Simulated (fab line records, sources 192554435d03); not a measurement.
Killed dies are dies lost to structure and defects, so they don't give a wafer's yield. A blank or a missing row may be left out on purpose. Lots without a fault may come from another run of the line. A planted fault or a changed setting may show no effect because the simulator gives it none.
fab line records | flow n5_finfet | part 2 of 2: steps 23 to 35 of 35
record lots=5 wafers=15 last_day=17
route steps=1938 shown BEOL_M11@1576 BEOL_M12@1602
lots that met no fault: from a run of the same line without faults
start_h: hours from the record's first day to the start of the lot's first wafer shown | wait_h: hours since the lot's step before | " the same as in the row above | L1.1+2: a row that stands for several wafers | - no value, or no start given | * or withheld: withheld | < > ~ a bound
route shown NAME@n: a module of which the file shows steps, and the number in the route of the first | usual: mean/standard deviation of fault-free wafers | same: alike in all rows | chamber/n: place in a boat | sites: the reading at each site | _std_site: their standard deviation | _edge_site: outer sites' mean less inner sites' | radius_mm: how far each site lies from the wafer's centre | mask NAME#n: copy n | behind: the tool/chamber that last shaped the wafer | hold: why the lot was held/for how many hours/how that ended | device: the transistor (n, p or np) that didn't switch | end of line: the same wafers' tests at the end of the route | a step without rows: its recipe alone | killed: dies lost to structure and defects at the first sort, not the wafer's yield | map: a wafer's dies, x killed, . not, _ none there
set.NAME: the setting as run; set.NAME@STEP: as run at that earlier step | model.NAME: the simulator's own value behind a step, which no gauge read
lots at some steps of the route; a table a step, a row a wafer
services: from which hour (start_h, from the record's first day; less than 0 if before it) a tool's chamber was out of use, for how many hours, and why
## steps
# step N5_BEOL_M11_PRE_CLEAN_55
# recipe gas=NH3 time_s=15 temp_c=withheld rf_power_w=300
# usual rf_fwd_power_W=294.7/1.9
# columns lot.wafer tool chamber start_h wait_h rf_fwd_power_W
L080.3 pecvd-04 1 263.69 0.0 296.5
L080.4 " 0 " " 296.1
L080.5 " 1 " " 297.1
L081.1 pecvd-01 0 270.55 0.0 296.2
L081.2 " 1 " " 295.0
L081.6 " 0 " " 296.9
L089.1 pecvd-01 2 338.31 0.0 292.9
L089.2 " 1 " " 296.0
L089.6 " 2 " " 293.2
L093.1 pecvd-01 0 343.05 0.0 296.5
L093.2 " 2 " " 292.7
L093.6 " 0 " " 296.4
L094.1 pecvd-03 1 366.46 0.0 293.3
L094.4 " 0 " " 292.5
L094.6 " 2 " " 294.3
# step N5_BEOL_M11_DEP_56
# recipe material=SiCN target_thk_a=300 temp_c=withheld precursor=3MS/NH3 pressure_torr=3 rf_w=675 time_s=10.5
# usual rf_fwd_power_W=665/4.8 showerhead_plenum_p_Torr=4.160/0.015 showerhead_vpp_V=1627/78 throttle_valve_pct=17.8/0.82
# columns lot.wafer tool chamber start_h wait_h rf_fwd_power_W showerhead_plenum_p_Torr showerhead_vpp_V throttle_valve_pct
L080.3 pecvd-04 1 263.73 0.0 666 4.160 1584 18.4
L080.4 " 0 " " 667 4.131 1553 17.7
L080.5 " 1 " " 667 4.146 1607 18.4
L081.1 pecvd-01 0 270.58 0.0 666 4.158 1687 16.7
L081.2 " 1 " " 674 4.161 1508 18.8
L081.6 " 0 " " 666 4.168 1708 16.8
L089.1 pecvd-01 2 338.34 0.0 661 4.161 1759 17.1
L089.2 " 1 " " 668 4.173 1525 19.0
L089.6 " 2 " " 662 4.163 1712 17.1
L093.1 pecvd-01 0 343.07 0.0 670 4.157 1709 16.5
L093.2 " 2 " " 660 4.172 1751 16.9
L093.6 " 0 " " 665 4.176 1713 16.6
L094.1 pecvd-03 1 366.49 0.0 659 4.168 1744 18.4
L094.4 " 0 " " 653 4.148 1588 18.6
L094.6 " 2 " " 665 4.192 1604 17.1
# step N5_BEOL_M11_RS_MEAS_57
# recipe thk_meas_gauge=four-point-probe reads=Cu_of_BEOL_M11_ECD_50+Co_of_BEOL_M11_CVD_75+TaN_of_BEOL_M11_ALD_74
# usual M11_RS=0.151/0.0037
# columns lot.wafer tool chamber start_h wait_h M11_RS[ohm/sq]
L080.3 film_metro-02 - 263.79 0.0 0.153
L080.4 " - " " 0.152
L080.5 " - " " 0.153
L081.1 film_metro-01 - 270.64 0.0 0.153
L081.2 " - " " 0.151
L081.6 " - " " 0.150
L089.1 film_metro-01 - 338.40 0.0 0.144
L089.2 " - " " 0.146
L089.6 " - " " 0.149
L093.1 film_metro-02 - 343.14 0.0 0.148
L093.2 " - " " 0.153
L093.6 " - " " 0.146
L094.1 film_metro-02 - 366.55 0.0 0.145
L094.4 " - " " 0.153
L094.6 " - " " 0.147
# step N5_BEOL_M11_INSPECT_58
# recipe inspect_instrument=darkfield mode=post_dep
# usual raw_defect_count=65/21
# columns lot.wafer tool chamber start_h wait_h raw_defect_count
L080.3 defect_inspect-02 - 263.82 0.0 46
L080.4 " - " " 66
L080.5 " - " " 61
L081.1 defect_inspect-01 - 270.67 0.0 77
L081.2 " - " " 116
L081.6 " - " " 83
L089.1 defect_inspect-02 - 338.42 0.0 50
L089.2 " - " " 74
L089.6 " - " " 49
L093.1 defect_inspect-02 - 343.16 0.0 59
L093.2 " - " " 85
L093.6 " - " " 115
L094.1 defect_inspect-01 - 366.57 0.0 55
L094.4 " - " " 48
L094.6 " - " " 63
# step N5_BEOL_M12_ILD_DEP_00
# recipe material=SiOC target_thk_a=6589.2 temp_c=350 precursor=DEMS/O2 pressure_torr=5 rf_w=500 time_s=130.7
# usual heater_power_w=441/80 rf_fwd_power_W=497.8/1.7 showerhead_plenum_p_Torr=5.693/0.013 showerhead_vpp_V=1355/65 throttle_valve_pct=12.0/0.52
# columns lot.wafer tool chamber start_h wait_h heater_power_w rf_fwd_power_W showerhead_plenum_p_Torr showerhead_vpp_V throttle_valve_pct
L080.3 pecvd-02 1 263.85 0.0 330 496.4 5.694 1315 12.5
L080.4 " 0 " " 416 496.0 5.662 1349 12.5
L080.5 " 2 " " 452 499.5 5.711 1338 11.9
L081.1 pecvd-04 0 270.70 0.0 506 500.8 5.692 1321 11.8
L081.2 " 1 " " 465 498.5 5.680 1358 12.0
L081.6 " 0 " " 416 499.4 5.683 1324 11.8
L089.1 pecvd-02 2 338.46 0.0 484 497.5 5.716 1338 12.2
L089.2 " 1 " " 360 498.3 5.707 1280 12.6
L089.6 " 0 " " 420 497.7 5.676 1312 12.7
L093.1 pecvd-02 0 343.20 0.0 415 497.0 5.688 1294 12.4
L093.2 " 2 " " 418 496.4 5.728 1303 12.0
L093.6 " 2 " " 439 497.6 5.707 1330 12.0
L094.1 pecvd-01 2 366.61 0.0 541 495.7 5.684 1499 11.6
L094.4 " 0 " " 664 497.3 5.688 1471 10.9
L094.6 " 1 " " 366 498.7 5.693 1330 12.2
# step N5_BEOL_M12_THK_MEAS_01
# recipe reads=SiOC_of_BEOL_M12_ILD_DEP_00
# usual M12_ILD_THK=658/8.4
# columns lot.wafer tool chamber start_h wait_h M12_ILD_THK[nm]
L080.3 film_metro-01 - 263.99 0.1 659
L080.4 " - " " 674
L080.5 " - " " 676
L081.1 film_metro-01 - 270.88 0.1 647
L081.2 " - " " 643
L081.6 " - " " 650
L089.1 film_metro-01 - 338.59 0.1 644
L089.2 " - " " 649
L089.6 " - " " 656
L093.1 film_metro-02 - 343.33 0.1 656
L093.2 " - " " 649
L093.6 " - " " 659
L094.1 film_metro-02 - 366.74 0.1 642
L094.4 " - " " 658
L094.6 " - " " 654
# step N5_BEOL_M12_COAT_58
# recipe resist=BARC temp_c=205 time_s=60 spin_rpm=1500 resist_thk_nm=89
# columns lot.wafer tool chamber start_h wait_h
L080.3+4+5 litho_track-05 0 264.02 0.0
L081.1+2+6 litho_track-05 0 270.92 0.0
L089.1+2+6 litho_track-01 0 338.62 0.0
L093.1+2+6 litho_track-01 0 343.36 0.0
L094.1+4+6 litho_track-01 0 366.77 0.0
# step N5_BEOL_M12_COAT_04
# recipe spin_rpm=1625 resist_thk_nm=400
# columns lot.wafer tool chamber start_h wait_h
L080.3+4+5 litho_track-05 0 - -
L081.1+2+6 litho_track-05 0 - -
L089.1+2+6 litho_track-01 0 - -
L093.1+2+6 litho_track-01 0 - -
L094.1+4+6 litho_track-01 0 - -
# step N5_BEOL_M12_EBR_06
# recipe solvent=PGMEA ebr_width_mm=1.5
# columns lot.wafer tool chamber start_h wait_h
L080.3+4+5 litho_track-05 0 - -
L081.1+2+6 litho_track-05 0 - -
L089.1+2+6 litho_track-01 0 - -
L093.1+2+6 litho_track-01 0 - -
L094.1+4+6 litho_track-01 0 - -
# step N5_BEOL_M12_SOFTBAKE_05
# recipe temp_c=130 time_s=60
# columns lot.wafer tool chamber start_h wait_h
L080.3+4+5 litho_track-05 0 - -
L081.1+2+6 litho_track-05 0 - -
L089.1+2+6 litho_track-01 0 - -
L093.1+2+6 litho_track-01 0 - -
L094.1+4+6 litho_track-01 0 - -
# step N5_BEOL_M12_EXPOSE_07
# recipe mask_id=V11 na=0.93 source_shape=conventional sigma_outer=0.6 polarization=unpolarized attpsm_phase_deg=180 dose_mj=32.5
# columns lot.wafer tool chamber start_h wait_h mask
L080.3+4+5 krf_scanner-01 0 264.13 - V11#0
L081.1+2+6 krf_scanner-02 0 271.02 - V11#0
L089.1+2+6 krf_scanner-02 0 338.72 - V11#0
L093.1+2+6 krf_scanner-01 0 343.59 - V11#0
L094.1+4+6 krf_scanner-02 0 366.87 - V11#0
# step N5_BEOL_M12_PEB_08
# recipe peb_temp_c=130 peb_time_s=90
# columns lot.wafer tool chamber start_h wait_h
L080.3+4+5 litho_track-04 0 264.18 0.0
L081.1+2+6 litho_track-01 0 271.07 0.1
L089.1+2+6 litho_track-01 0 338.78 0.1
L093.1+2+6 litho_track-05 0 343.64 0.1
L094.1+4+6 litho_track-05 0 366.93 0.1
# step N5_BEOL_M12_DEVELOP_09
# recipe develop_time_s=45 rinse_liquid=diw dry=air_spin dev_temp_c=21
# same develop_time_s=45
# columns lot.wafer tool chamber start_h wait_h
L080.3+4+5 litho_track-04 0 - -
L081.1+2+6 litho_track-01 0 - -
L089.1+2+6 litho_track-01 0 - -
L093.1+2+6 litho_track-05 0 - -
L094.1+4+6 litho_track-05 0 - -
## services
# columns tool chamber start_h hours kind
cmp-03 - 243.89 5.3 pm
ald_metal-04 0 250.53 14.7 repair
ald_metal-01 1 252.08 4.1 repair
pecvd-03 - 257.52 0.3 repair
cmp-01 - 257.60 4.0 pm
pvd_sputter-01 - 265.60 4.9 repair
krf_scanner-02 - 278.03 1.0 pm
krf_scanner-01 - 280.89 0.8 pm
rie_diel-01 1 286.80 6.7 repair
cmp-01 - 294.79 0.3 repair
uv_cure-01 - 295.04 3.0 repair
rie_diel-05 0 300.39 21.1 repair
cmp-04 - 301.90 1.0 repair
rie_diel-05 2 303.66 4.9 repair
cvd_co-02 - 304.18 6.9 pm
pvd_sputter-02 - 306.05 1.9 repair
pecvd-01 - 318.31 6.0 pm
pecvd-03 0 330.27 10.9 repair
krf_scanner-01 - 331.12 3.6 pm
rie_diel-05 0 334.70 17.2 repair
uv_cure-03 - 345.58 7.6 repair
pvd_sputter-03 - 352.94 1.0 repair
cmp-03 - 357.06 1.5 repair
krf_scanner-01 - 364.05 1.0 pm
